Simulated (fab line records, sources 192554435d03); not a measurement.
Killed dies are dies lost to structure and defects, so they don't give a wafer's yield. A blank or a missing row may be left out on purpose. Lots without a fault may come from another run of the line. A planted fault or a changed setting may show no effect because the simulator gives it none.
Problem report in the 8D (eight disciplines) form, filled by code | flow n5_finfet | the parts of the form that need people (team, actions taken, sign-off) are left out

1. THE PROBLEM
run_length_s at N5_BEOL_M14_ETCH_68 reads a mean of 448.4 s on 1 wafer of 1 lot; wafers without a fault read 473.3 s with a standard deviation of 0.42. That is -59 standard deviations from the usual mean.
The step: etches SOC in N2/H2, time 450 s.
First seen on wafer L625.1, day 14 01:04, on rie_diel-03. The record holds 15 wafers of 5 lots with a number at this step. Rule for "out", or "out of limits": more than 4 standard deviations from the usual mean. The other wafers with a number count as sound.

2. WHAT IT IS AND WHAT IT IS NOT
question                    | is                | is not
which readings at this step | run_length_s      | drypump_motor_current_A, oes_product_au, rf_vpp_V, showerhead_plenum_p_Torr, throttle_valve_pct
which lots                  | L625              | L623, L627, L632, L637
which wafers of those lots  | L625.1            | L625.3, L625.4
read on which tools         | rie_diel-03       | rie_diel-01, rie_diel-06
when                        | from day 14 01:04 | up to then (5 sound wafers); but 9 sound wafers of L627, L632, L637 came after

3. SUSPECTS, AND WHAT RULES EACH OUT
Counting: a tool at a process step up to the reading stays a suspect if it ran every lot that is out. Sound lots after the first of them don't rule it out here, since some wafers of a struck lot are sound.
- rie_diel-03 at N5_BEOL_M14_DESCUM_33 (chemistry O2, time 7.9 s): kept. It ran the lot that is out, L625 (day 14 00:53); its last sound lot up to then is L623 (day 13 04:19).
- rie_diel-03 at N5_BEOL_M14_ETCH_67 (etches SiARC in CF4, target depth 143 nm, time 238.3 s): kept. It ran the lot that is out, L625 (day 14 00:55); its last sound lot up to then is L623 (day 13 04:20).
- rie_diel-03 at N5_BEOL_M14_ETCH_68 (etches SOC in N2/H2, time 450 s): kept. It ran the lot that is out, L625 (day 14 01:04); its last sound lot up to then is L623 (day 13 04:29). Its own readings are out on those wafers: run_length_s.
- Within rie_diel-03 at N5_BEOL_M14_DESCUM_33: the wafers that are out ran in chamber 0; their sound lot-mates ran in chambers 2, 3.
- Within rie_diel-03 at N5_BEOL_M14_ETCH_67: the wafers that are out ran in chamber 0; their sound lot-mates ran in chambers 2, 3.
- Within rie_diel-03 at N5_BEOL_M14_ETCH_68: the wafers that are out ran in chamber 0; their sound lot-mates ran in chambers 2, 3.
Left after counting: rie_diel-03 at N5_BEOL_M14_DESCUM_33, rie_diel-03 at N5_BEOL_M14_ETCH_67, rie_diel-03 at N5_BEOL_M14_ETCH_68.

4. THE CAUSE (what the simulator had put in)
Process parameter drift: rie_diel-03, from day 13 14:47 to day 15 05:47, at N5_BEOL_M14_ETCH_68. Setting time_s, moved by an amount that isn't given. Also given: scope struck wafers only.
Counting left 3 suspects, and this tool is among them.

5. THE CHAIN OF EFFECTS, in route order
Each row: a reading whose mean over the struck wafers that have a number lies more than 3 standard deviations from the usual. Only readings for which the record gives a usual standard deviation are gone through. hours: the time from each lot's start at the first step in this table that gives one to its start at this step, as a median over the lots. sigmas: the change in usual standard deviations.
hours | step                | reading      | usual   | on struck wafers | change | sigmas
0     | N5_BEOL_M14_ETCH_68 | run_length_s | 473.3 s | 448.4            | -24.9  | -59
The process steps in it:
- N5_BEOL_M14_ETCH_68: etches SOC in N2/H2, time 450 s.

6. WHAT WOULD HAVE CAUGHT IT SOONER
In this record the first reading out of limits was taken at day 14 01:04, 10 hours after the fault began at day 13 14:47.
